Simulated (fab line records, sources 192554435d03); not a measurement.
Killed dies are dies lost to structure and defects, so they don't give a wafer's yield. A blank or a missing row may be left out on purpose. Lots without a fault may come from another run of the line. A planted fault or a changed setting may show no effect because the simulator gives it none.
fab line records | flow n5_finfet
record lots=24 wafers=72 last_day=18
route steps=1938 shown BEOL_M6@1261 BEOL_M7@1285 BEOL_M9@1403
lots that met no fault: from a run of the same line without faults
start_h: hours from the record's first day to the start of the lot's first wafer shown | wait_h: hours since the lot's step before | " the same as in the row above | L1.1+2: a row that stands for several wafers | - no value, or no start given | * or withheld: withheld | < > ~ a bound
route shown NAME@n: a module of which the file shows steps, and the number in the route of the first | usual: mean/standard deviation of fault-free wafers | same: alike in all rows | chamber/n: place in a boat | sites: the reading at each site | _std_site: their standard deviation | _edge_site: outer sites' mean less inner sites' | radius_mm: how far each site lies from the wafer's centre | mask NAME#n: copy n | behind: the tool/chamber that last shaped the wafer | hold: why the lot was held/for how many hours/how that ended | device: the transistor (n, p or np) that didn't switch | end of line: the same wafers' tests at the end of the route | a step without rows: its recipe alone | killed: dies lost to structure and defects at the first sort, not the wafer's yield | map: a wafer's dies, x killed, . not, _ none there
set.NAME: the setting as run; set.NAME@STEP: as run at that earlier step | model.NAME: the simulator's own value behind a step, which no gauge read
steps of the route over a sample of lots; a table a step, a row a wafer
services: from which hour (start_h, from the record's first day; less than 0 if before it) a tool's chamber was out of use, for how many hours, and why
## steps
# step N5_BEOL_M6_RS_MEAS_57
# recipe thk_meas_gauge=four-point-probe reads=Cu_of_BEOL_M6_ECD_50+Co_of_BEOL_M6_CVD_78+TaN_of_BEOL_M6_ALD_77
# usual M6_RS=0.284/0.0057
# columns lot.wafer tool chamber start_h wait_h M6_RS[ohm/sq]
L074.1 film_metro-01 - 195.13 0.1 0.283
L074.4 " - " " 0.285
L074.5 " - " " 0.287
L076.1 film_metro-01 - 205.64 0.1 0.278
L076.3 " - " " 0.282
L076.5 " - " " 0.280
L075.3 film_metro-01 - 225.61 0.1 0.288
L075.5 " - " " 0.281
L075.6 " - " " 0.284
L078.1 film_metro-01 - 227.59 0.1 0.281
L078.4 " - " " 0.289
L078.5 " - " " 0.285
L077.1 film_metro-01 - 236.10 0.1 0.288
L077.5 " - " " 0.293
L077.6 " - " " 0.291
L083.1 film_metro-01 - 252.26 0.1 0.284
L083.2 " - " " 0.286
L083.5 " - " " 0.281
L079.2 film_metro-02 - 253.68 0.1 0.287
L079.4 " - " " 0.281
L079.6 " - " " 0.296
L081.1 film_metro-01 - 256.70 0.1 0.284
L081.2 " - " " 0.296
L081.5 " - " " 0.290
L080.1 film_metro-01 - 260.21 0.1 0.283
L080.2 " - " " 0.292
L080.5 " - " " 0.288
L082.2 film_metro-01 - 272.65 0.1 0.285
L082.4 " - " " 0.276
L082.5 " - " " 0.280
L084.1 film_metro-02 - 272.95 0.1 0.286
L084.4 " - " " 0.287
L084.5 " - " " 0.275
L087.3 film_metro-02 - 273.47 0.1 0.282
L087.5 " - " " 0.284
L087.6 " - " " 0.287
L085.2 film_metro-02 - 285.97 0.1 0.279
L085.5 " - " " 0.284
L085.6 " - " " 0.284
L086.1 film_metro-01 - 292.68 0.1 0.274
L086.3 " - " " 0.287
L086.4 " - " " 0.286
L090.1 film_metro-01 - 296.32 0.1 0.273
L090.4 " - " " 0.279
L090.5 " - " " 0.278
L088.1 film_metro-02 - 298.28 0.1 0.288
L088.2 " - " " 0.281
L088.3 " - " " 0.276
L089.1 film_metro-01 - 305.68 0.1 0.283
L089.4 " - " " 0.278
L089.6 " - " " 0.274
L091.1 film_metro-02 - 320.31 0.1 0.272
L091.4 " - " " 0.291
L091.5 " - " " 0.277
L092.1 film_metro-01 - 323.76 0.1 0.276
L092.4 " - " " 0.285
L092.5 " - " " 0.276
L093.1 film_metro-01 - 325.62 0.1 0.291
L093.4 " - " " 0.285
L093.6 " - " " 0.292
L096.1 film_metro-01 - 328.18 0.1 0.277
L096.3 " - " " 0.275
L096.5 " - " " 0.272
L094.1 film_metro-02 - 330.57 0.1 0.280
L094.5 " - " " 0.287
L094.6 " - " " 0.287
L095.3 film_metro-02 - 335.30 0.1 0.276
L095.5 " - " " 0.288
L095.6 " - " " 0.279
L097.2 film_metro-01 - 351.96 0.1 0.283
L097.4 " - " " 0.287
L097.6 " - " " 0.279
# step N5_BEOL_M7_STRIP_19
# recipe chemistry=O2 power_w=400 temp_c=40 pressure_mtorr=30 rf_frequency_hz=6e+07 bias_power_w=0 overash_fraction=0.2 o2_flow_sccm=225
# usual drypump_motor_current_A=5.8/0.51 oes_product_au=0.76/0.097 rf_vpp_V=3.7/0.69 showerhead_plenum_p_Torr=2.09/0.067 throttle_valve_pct=16.81/0.29
# columns lot.wafer tool chamber start_h wait_h drypump_motor_current_A oes_product_au rf_hours_counter_h rf_vpp_V showerhead_plenum_p_Torr throttle_valve_pct
L074.1 rie_diel-04 1 197.31 0.1 6.6 0.76 165 3.6 2.01 16.84
L074.4 " 0 " " 6.1 0.72 185 2.8 2.09 16.86
L074.5 " 1 " " 6.6 0.77 - 3.9 2.01 16.82
L076.1 rie_diel-05 3 209.91 0.3 5.6 0.72 207 4.2 2.08 17.21
L076.3 " 1 " " 6.7 0.69 215 2.3 2.07 16.95
L076.5 " 1 " " 6.7 0.70 - 3.8 2.07 16.95
L075.3 rie_diel-05 2 228.53 0.1 5.5 0.95 1 3.7 2.06 16.21
L075.5 " 0 " " 5.4 0.68 - 2.7 2.07 16.87
L075.6 " 3 " " 5.6 0.70 - 3.3 2.07 17.22
L078.1 rie_diel-05 3 231.29 0.1 5.6 0.71 216 3.5 2.07 17.20
L078.4 " 2 " " 5.5 0.96 2 3.5 2.05 16.24
L078.5 " 1 " " 6.7 0.69 - 4.5 2.07 16.95
L077.1 rie_diel-02 3 238.91 0.2 4.8 0.71 205 4.0 2.08 16.92
L077.5 " 0 " " 6.0 0.70 - 4.5 2.07 17.10
L077.6 " 1 " " 5.9 0.92 - 3.8 2.22 16.24
L083.1 rie_diel-04 0 254.71 0.1 6.1 0.70 205 4.6 2.08 16.88
L083.2 " 2 " " 5.5 0.74 191 4.7 2.18 16.83
L083.5 " 2 " " 5.5 0.74 - 3.4 2.18 16.81
L079.2 rie_diel-04 2 257.55 0.1 5.5 0.74 192 2.6 2.18 16.82
L079.4 " 3 " " 5.7 0.95 10 2.9 2.23 16.64
L079.6 " 0 " " 6.1 0.70 - 2.4 2.08 16.91
L081.1 rie_diel-05 1 260.50 0.1 6.7 0.69 231 4.4 2.06 16.95
L081.2 " 2 " " 5.5 0.93 9 4.1 2.05 16.25
L081.5 " 0 " " 5.4 0.68 - 2.3 2.06 16.89
L080.1 rie_diel-05 2 265.44 0.1 5.5 0.93 10 4.0 2.05 16.23
L080.2 " 0 " " 5.4 0.67 238 3.2 2.06 16.88
L080.5 " 2 " " 5.5 0.92 - 3.9 2.05 16.23
L082.2 rie_diel-05 1 275.77 0.1 6.7 0.69 235 3.4 2.06 16.97
L082.4 " 3 " " 5.6 0.70 226 3.2 2.07 17.24
L082.5 " 2 " " 5.5 0.92 - 3.5 2.05 16.26
L084.1 rie_diel-05 1 276.67 0.1 6.7 0.68 236 2.7 2.06 16.97
L084.4 " 2 " " 5.5 0.92 14 4.4 2.05 16.22
L084.5 " 2 " " 5.5 0.91 - 3.5 2.05 16.25
L087.3 rie_diel-04 1 277.10 0.2 6.6 0.74 192 3.5 2.00 16.88
L087.5 " 0 " " 6.1 0.70 - 3.5 2.08 16.89
L087.6 " 1 " " 6.6 0.75 - 4.5 2.00 16.86
L085.2 rie_diel-04 2 289.54 0.1 5.5 0.73 201 3.1 2.17 16.81
L085.5 " 2 " " 5.5 0.73 - 4.2 2.17 16.83
L085.6 " 1 " " 6.5 0.74 - 3.1 2.00 16.88
L086.1 rie_diel-04 3 295.65 0.1 5.6 0.94 21 3.2 2.23 16.65
L086.3 " 2 " " 5.5 0.72 203 4.3 2.17 16.83
L086.4 " 1 " " 6.6 0.73 197 2.9 2.00 16.89
L090.1 rie_diel-05 1 299.90 0.1 6.7 0.68 242 3.5 2.06 16.99
L090.4 " 2 " " 5.5 0.90 - 3.8 2.05 16.24
L090.5 " 1 " " 6.7 0.68 - 3.1 2.06 16.98
L088.1 rie_diel-04 0 300.60 0.1 6.2 0.69 218 3.9 2.08 16.91
L088.2 " 2 " " 5.5 0.71 205 3.3 2.17 16.84
L088.3 " 3 " " 5.6 0.92 23 4.0 2.23 16.65
L089.1 rie_diel-02 2 308.91 0.1 5.6 0.73 173 3.7 2.10 16.60
L089.4 " 1 " " 5.9 0.87 - 3.6 2.21 16.29
L089.6 " 3 " " 4.7 0.71 - 4.2 2.08 16.98
L091.1 rie_diel-04 0 323.00 0.1 6.1 0.69 224 2.9 2.07 16.93
L091.4 " 2 " " 5.5 0.72 211 6.0 2.17 16.85
L091.5 " 1 " " 6.6 0.74 - 3.8 2.00 16.92
L092.1 rie_diel-02 2 326.35 0.1 5.6 0.72 180 3.6 2.10 16.60
L092.4 " 1 " " 5.9 0.86 55 1.9 2.21 16.30
L092.5 " 2 " " 5.6 0.72 - 4.9 2.10 16.62
L093.1 rie_diel-04 3 328.56 0.1 5.6 0.92 31 2.9 2.23 16.68
L093.4 " 0 " " 6.1 0.69 226 3.6 2.07 16.92
L093.6 " 2 " " 5.5 0.72 - 3.0 2.17 16.85
L096.1 rie_diel-04 1 331.90 0.1 6.6 0.73 209 4.5 1.99 16.90
L096.3 " 2 " " 5.5 0.72 215 4.0 2.17 16.86
L096.5 " 3 " " 5.7 0.92 - 4.9 2.23 16.68
L094.1 rie_diel-05 1 332.40 0.1 6.7 0.68 251 3.8 2.06 17.01
L094.5 " 1 " " 6.7 0.67 - 4.7 2.06 16.99
L094.6 " 3 " " 5.6 0.69 - 4.4 2.07 17.28
L095.3 rie_diel-05 3 336.98 0.1 5.6 0.69 239 2.9 2.07 17.24
L095.5 " 2 " " 5.5 0.86 - 3.7 2.04 16.27
L095.6 " 1 " " 6.7 0.67 - 3.6 2.06 17.02
L097.2 rie_diel-05 0 356.05 0.1 5.4 0.96 7 3.8 2.05 16.46
L097.4 " 2 " " 5.5 0.84 - 3.1 2.04 16.30
L097.6 " 0 " " 5.4 0.97 - 2.4 2.05 16.47
# step N5_BEOL_M7_SPUTTER_48
# recipe material=Cu target_thk_a=100 temp_c=-20 bias_v=60 power_w=26000 chamber_pressure_pa=0.13 time_s=1.667
# usual chuck_gas_flow_sccm=1.26/0.048 throttle_valve_pct=29.5/0.75
# columns lot.wafer tool chamber start_h wait_h chuck_gas_flow_sccm throttle_valve_pct
L074.1 pvd_sputter-01 - 200.53 0.2 1.24 29.4
L074.4 " - " " 1.27 30.8
L074.5 " - " " 1.24 30.5
L076.1 pvd_sputter-03 - 214.50 0.1 1.26 30.1
L076.3 " - " " 1.34 29.6
L076.5 " - " " 1.29 29.5
L075.3 pvd_sputter-02 - 233.47 1.2 1.30 30.5
L075.5 " - " " 1.23 28.0
L075.6 " - " " 1.28 30.5
L078.1 pvd_sputter-02 - 234.77 0.1 1.31 29.1
L078.4 " - " " 1.25 29.7
L078.5 " - " " 1.32 29.7
L077.1 pvd_sputter-01 - 244.86 0.1 1.27 29.6
L077.5 " - " " 1.30 29.6
L077.6 " - " " 1.29 30.5
L083.1 pvd_sputter-03 - 257.58 0.2 1.33 28.7
L083.2 " - " " 1.17 29.9
L083.5 " - " " 1.32 29.6
L079.2 pvd_sputter-01 - 260.57 0.1 1.24 30.5
L079.4 " - " " 1.22 29.7
L079.6 " - " " 1.32 30.1
L081.1 pvd_sputter-02 - 267.75 1.7 1.32 28.1
L081.2 " - " " 1.23 29.7
L081.5 " - " " 1.30 29.8
L080.1 pvd_sputter-01 - 271.57 0.3 1.12 30.7
L080.2 " - " " 1.25 29.6
L080.5 " - " " 1.24 28.7
L084.1 pvd_sputter-02 - 280.62 0.1 1.21 29.3
L084.4 " - " " 1.23 28.0
L084.5 " - " " 1.27 28.0
L082.2 pvd_sputter-02 - 281.06 0.1 1.29 29.5
L082.4 " - " " 1.30 29.2
L082.5 " - " " 1.30 29.5
L087.3 pvd_sputter-03 - 281.45 0.1 1.26 28.9
L087.5 " - " " 1.29 28.8
L087.6 " - " " 1.25 29.2
L085.2 pvd_sputter-03 - 293.79 0.1 1.28 29.2
L085.5 " - " " 1.20 28.6
L085.6 " - " " 1.28 29.3
L086.1 pvd_sputter-03 - 299.43 0.1 1.27 29.9
L086.3 " - " " 1.30 28.6
L086.4 " - " " 1.18 29.4
L090.1 pvd_sputter-01 - 304.12 0.1 1.20 30.0
L090.4 " - " " 1.19 28.5
L090.5 " - " " 1.25 29.7
L088.1 pvd_sputter-01 - 305.16 0.3 1.16 29.8
L088.2 " - " " 1.21 28.7
L088.3 " - " " 1.26 30.6
L089.1 pvd_sputter-02 - 313.69 1.7 1.22 29.4
L089.4 " - " " 1.24 28.2
L089.6 " - " " 1.34 30.5
L091.1 pvd_sputter-03 - 326.84 0.2 1.28 29.6
L091.4 " - " " 1.24 30.2
L091.5 " - " " 1.22 28.8
L092.1 pvd_sputter-01 - 329.02 0.2 1.22 29.8
L092.4 " - " " 1.31 29.7
L092.5 " - " " 1.25 28.6
L093.1 pvd_sputter-02 - 334.48 0.2 1.20 29.4
L093.4 " - " " 1.33 30.3
L093.6 " - " " 1.24 29.6
L096.1 pvd_sputter-01 - 335.52 0.2 1.27 30.6
L096.3 " - " " 1.23 29.8
L096.5 " - " " 1.28 29.9
L094.1 pvd_sputter-03 - 336.10 0.1 1.24 29.6
L094.5 " - " " 1.31 28.4
L094.6 " - " " 1.28 29.9
L095.3 pvd_sputter-02 - 339.86 0.1 1.28 29.4
L095.5 " - " " 1.30 30.3
L095.6 " - " " 1.35 28.1
L097.2 pvd_sputter-02 - 360.60 0.4 1.28 29.1
L097.4 " - " " 1.33 29.7
L097.6 " - " " 1.23 30.3
# step N5_BEOL_M7_RS_MEAS_57
# recipe thk_meas_gauge=four-point-probe reads=Cu_of_BEOL_M7_ECD_50+Co_of_BEOL_M7_CVD_78+TaN_of_BEOL_M7_ALD_77
# usual M7_RS=0.288/0.0077
# columns lot.wafer tool chamber start_h wait_h M7_RS[ohm/sq]
L074.1 film_metro-01 - 201.47 0.1 0.288
L074.4 " - " " 0.288
L074.5 " - " " 0.287
L076.1 film_metro-01 - 215.68 0.1 0.288
L076.3 " - " " 0.283
L076.5 " - " " 0.287
L075.3 film_metro-01 - 234.41 0.1 0.289
L075.5 " - " " 0.294
L075.6 " - " " 0.287
L078.1 film_metro-02 - 235.71 0.1 0.289
L078.4 " - " " 0.296
L078.5 " - " " 0.305
L077.1 film_metro-01 - 246.13 0.1 0.295
L077.5 " - " " 0.288
L077.6 " - " " 0.294
L083.1 film_metro-02 - 258.54 0.1 0.291
L083.2 " - " " 0.300
L083.5 " - " " 0.277
L079.2 film_metro-01 - 261.51 0.1 0.296
L079.4 " - " " 0.277
L079.6 " - " " 0.289
L081.1 film_metro-02 - 268.77 0.1 0.278
L081.2 " - " " 0.300
L081.5 " - " " 0.290
L080.1 film_metro-01 - 272.53 0.1 0.297
L080.2 " - " " 0.279
L080.5 " - " " 0.275
L084.1 film_metro-02 - 281.73 0.1 0.290
L084.4 " - " " 0.290
L084.5 " - " " 0.289
L082.2 film_metro-01 - 282.01 0.1 0.288
L082.4 " - " " 0.291
L082.5 " - " " 0.280
L087.3 film_metro-02 - 282.55 0.1 0.290
L087.5 " - " " 0.283
L087.6 " - " " 0.286
L085.2 film_metro-01 - 294.75 0.1 0.307
L085.5 " - " " 0.291
L085.6 " - " " 0.300
L086.1 film_metro-02 - 300.36 0.1 0.280
L086.3 " - " " 0.290
L086.4 " - " " 0.290
L090.1 film_metro-01 - 305.41 0.1 0.279
L090.4 " - " " 0.280
L090.5 " - " " 0.287
L088.1 film_metro-02 - 306.24 0.1 0.299
L088.2 " - " " 0.290
L088.3 " - " " 0.283
L089.1 film_metro-01 - 314.63 0.1 0.286
L089.4 " - " " 0.289
L089.6 " - " " 0.298
L091.1 film_metro-02 - 328.17 0.1 0.301
L091.4 " - " " 0.299
L091.5 " - " " 0.298
L092.1 film_metro-01 - 330.68 0.1 0.285
L092.4 " - " " 0.279
L092.5 " - " " 0.297
L093.1 film_metro-01 - 335.48 0.1 0.273
L093.4 " - " " 0.294
L093.6 " - " " 0.275
L096.1 film_metro-02 - 336.49 0.1 0.284
L096.3 " - " " 0.275
L096.5 " - " " 0.278
L094.1 film_metro-02 - 337.81 0.1 0.278
L094.5 " - " " 0.290
L094.6 " - " " 0.296
L095.3 film_metro-02 - 340.80 0.1 0.292
L095.5 " - " " 0.281
L095.6 " - " " 0.294
L097.2 film_metro-01 - 361.59 0.1 0.283
L097.4 " - " " 0.279
L097.6 " - " " 0.301
# step N5_BEOL_M9_THK_MEAS_01
# recipe reads=SiCOH_lowk_of_BEOL_M9_ILD_DEP_00
# usual M9_ILD_THK=268/3.6
# columns lot.wafer tool chamber start_h wait_h M9_ILD_THK[nm]
L074.1 film_metro-01 - 210.43 0.4 267
L074.4 " - " " 277
L074.5 " - " " 272
L076.1 film_metro-02 - 225.26 0.8 269
L076.3 " - " " 268
L076.5 " - " " 273
L075.3 film_metro-02 - 245.99 0.3 271
L075.5 " - " " 272
L075.6 " - " " 271
L078.1 film_metro-02 - 246.68 0.8 269
L078.4 " - " " 273
L078.5 " - " " 275
L077.1 film_metro-01 - 254.09 0.4 261
L077.5 " - " " 267
L077.6 " - " " 271
L083.1 film_metro-02 - 269.75 0.4 264
L083.2 " - " " 264
L083.5 " - " " 270
L079.2 film_metro-02 - 274.20 0.4 264
L079.4 " - " " 270
L079.6 " - " " 269
L081.1 film_metro-01 - 278.06 0.4 265
L081.2 " - " " 267
L081.5 " - " " 268
L080.1 film_metro-02 - 280.17 0.4 267
L080.2 " - " " 264
L080.5 " - " " 269
L084.1 film_metro-01 - 292.91 0.4 266
L084.4 " - " " 267
L084.5 " - " " 275
L082.2 film_metro-01 - 293.26 0.4 269
L082.4 " - " " 272
L082.5 " - " " 270
L087.3 film_metro-01 - 293.64 0.3 268
L087.5 " - " " 268
L087.6 " - " " 268
L085.2 film_metro-01 - 302.56 0.4 266
L085.5 " - " " 273
L085.6 " - " " 268
L086.1 film_metro-02 - 309.93 1.6 266
L086.3 " - " " 270
L086.4 " - " " 271
L088.1 film_metro-02 - 315.69 0.4 266
L088.2 " - " " 266
L088.3 " - " " 266
L090.1 film_metro-02 - 316.11 0.4 269
L090.4 " - " " 272
L090.5 " - " " 273
L089.1 film_metro-01 - 324.17 0.4 267
L089.4 " - " " 272
L089.6 " - " " 272
L091.1 film_metro-01 - 337.28 0.4 263
L091.4 " - " " 268
L091.5 " - " " 266
L092.1 film_metro-01 - 337.80 0.4 263
L092.4 " - " " 266
L092.5 " - " " 266
L093.1 film_metro-01 - 342.47 0.4 266
L093.4 " - " " 267
L093.6 " - " " 267
L096.1 film_metro-02 - 347.05 0.4 260
L096.3 " - " " 262
L096.5 " - " " 268
L094.1 film_metro-01 - 348.44 0.4 269
L094.5 " - " " 271
L094.6 " - " " 269
L095.3 film_metro-01 - 349.23 0.3 267
L095.5 " - " " 268
L095.6 " - " " 267
L097.2 film_metro-02 - 370.30 0.4 266
L097.4 " - " " 270
L097.6 " - " " 268
# step N5_BEOL_M9_PECVD_70
# recipe material=SiO2 target_thk_a=200 temp_c=400 precursor=TEOS/O2 pressure_torr=5.5 rf_w=450 teos_flow_sccm=53.8 gas=O2 flow_sccm=3000 time_s=22.7
# usual heater_power_w=714/58 showerhead_plenum_p_Torr=8.81/0.043 showerhead_vpp_V=1305/71 throttle_valve_pct=22.7/1.3
# columns lot.wafer tool chamber start_h wait_h heater_power_w showerhead_plenum_p_Torr showerhead_vpp_V throttle_valve_pct
L074.1 pecvd-02 2 210.47 0.0 784 8.85 1392 23.2
L074.4 " 0 " " 695 8.74 1243 22.7
L074.5 " 1 " " 715 8.84 1268 23.4
L076.1 pecvd-03 0 225.30 0.0 756 8.84 1324 24.9
L076.3 " 2 " " 598 8.82 1368 20.0
L076.5 " 2 " " 583 8.82 1360 20.2
L075.3 pecvd-01 2 246.02 0.0 794 8.81 1396 20.9
L075.5 " 0 " " 779 8.88 1178 22.9
L075.6 " 2 " " 668 8.81 1376 20.9
L078.1 pecvd-02 0 246.72 0.0 682 8.76 1227 22.7
L078.4 " 1 " " 682 8.83 1297 23.4
L078.5 " 0 " " 697 8.76 1241 22.6
L077.1 pecvd-02 2 254.13 0.0 644 8.84 1381 23.3
L077.5 " 0 " " 762 8.76 1256 22.5
L077.6 " 2 " " 629 8.82 1382 23.0
L083.1 pecvd-01 2 269.79 0.0 724 8.82 1370 20.9
L083.2 " 0 " " 776 8.91 1155 22.7
L083.5 " 2 " " 710 8.82 1364 20.6
L079.2 pecvd-03 2 274.24 0.0 605 8.80 1345 20.0
L079.4 " 2 " " 619 8.78 1339 20.3
L079.6 " 0 " " 752 8.85 1339 24.9
L081.1 pecvd-02 0 278.10 0.0 662 8.74 1250 22.7
L081.2 " 1 " " 713 8.86 1282 23.6
L081.5 " 0 " " 642 8.74 1244 22.7
L080.1 pecvd-01 1 280.20 0.0 662 8.74 1254 23.3
L080.2 " 0 " " 800 8.89 1155 23.0
L080.5 " 1 " " 649 8.77 1255 23.7
L084.1 pecvd-01 1 292.95 0.0 788 8.79 1281 23.3
L084.4 " 0 " " 737 8.87 1176 23.0
L084.5 " 2 " " 780 8.81 1389 21.0
L082.2 pecvd-01 0 293.30 0.0 737 8.89 1155 23.2
L082.4 " 2 " " 808 8.82 1389 20.8
L082.5 " 0 " " 748 8.88 1162 23.0
L087.3 pecvd-02 0 293.70 0.1 758 8.77 1250 22.5
L087.5 " 0 " " 792 8.75 1249 22.4
L087.6 " 2 " " 680 8.86 1393 23.1
L085.2 pecvd-01 0 302.59 0.0 827 8.88 1162 22.9
L085.5 " 0 " " 826 8.89 1147 22.9
L085.6 " 1 " " 713 8.75 1243 23.5
L086.1 pecvd-02 0 309.97 0.0 743 8.73 1249 22.6
L086.3 " 1 " " 737 8.83 1272 23.4
L086.4 " 2 " " 628 8.83 1414 23.2
L088.1 pecvd-01 0 315.73 0.0 807 8.88 1169 22.9
L088.2 " 1 " " 815 8.77 1238 23.3
L088.3 " 2 " " 689 8.81 1384 20.9
L090.1 pecvd-03 2 316.15 0.0 693 8.79 1343 20.4
L090.4 " 1 " " 714 8.80 1351 22.5
L090.5 " 2 " " 682 8.80 1362 20.3
L089.1 pecvd-03 2 324.21 0.0 679 8.83 1373 20.2
L089.4 " 0 " " 732 8.85 1298 24.9
L089.6 " 2 " " 689 8.79 1336 20.5
L091.1 pecvd-03 0 337.32 0.0 710 8.85 1337 24.7
L091.4 " 2 " " 667 8.79 1361 20.2
L091.5 " 1 " " 605 8.79 1324 22.5
L092.1 pecvd-03 2 337.83 0.0 704 8.79 1338 20.6
L092.4 " 1 " " 684 8.80 1340 22.3
L092.5 " 2 " " 708 8.80 1362 20.1
L093.1 pecvd-03 1 342.51 0.0 660 8.81 1335 22.5
L093.4 " 0 " " 764 8.86 1327 24.8
L093.6 " 2 " " 610 8.77 1370 20.2
L096.1 pecvd-01 1 347.08 0.0 641 8.76 1270 23.3
L096.3 " 2 " " 748 8.82 1385 21.0
L096.5 " 1 " " 666 8.76 1270 23.5
L094.1 pecvd-02 0 348.48 0.0 779 8.75 1248 22.8
L094.5 " 1 " " 718 8.84 1307 23.8
L094.6 " 2 " " 702 8.85 1396 23.4
L095.3 pecvd-03 1 349.26 0.0 654 8.79 1343 22.4
L095.5 " 2 " " 720 8.82 1328 20.4
L095.6 " 0 " " 653 8.85 1348 24.7
L097.2 pecvd-02 1 370.34 0.0 726 8.84 1288 23.7
L097.4 " 2 " " 677 8.84 1390 23.4
L097.6 " 0 " " 776 8.75 1253 23.2
## services
# columns tool chamber start_h hours kind
pvd_sputter-02 - 185.64 12.6 repair
pecvd-03 2 188.00 18.4 repair
pecvd-01 2 196.46 8.4 repair
rie_diel-02 0 202.66 7.8 repair
pecvd-03 - 205.57 2.8 pm
rie_diel-02 2 206.69 6.6 repair
rie_diel-05 2 209.91 - clean
rie_diel-05 2 209.91 - consumable_replace:focus_ring
rie_diel-02 3 267.45 4.0 repair
rie_diel-02 - 275.75 2.8 pm
pecvd-02 1 291.17 6.9 repair
pecvd-03 2 307.31 8.5 repair
pecvd-03 - 318.67 1.6 repair
rie_diel-05 0 325.56 - clean
rie_diel-05 0 325.56 - consumable_replace:focus_ring
rie_diel-05 0 325.56 16.5 scheduled_down
rie_diel-05 0 325.56 16.5 vent_cycle
pecvd-01 2 326.37 11.2 repair
pecvd-03 - 339.69 1.8 repair
rie_diel-05 1 347.76 - clean
rie_diel-05 1 347.76 - consumable_replace:focus_ring
rie_diel-05 1 347.76 19.1 scheduled_down
rie_diel-05 1 347.76 19.1 vent_cycle
rie_diel-05 3 368.40 - clean
## key
fault none
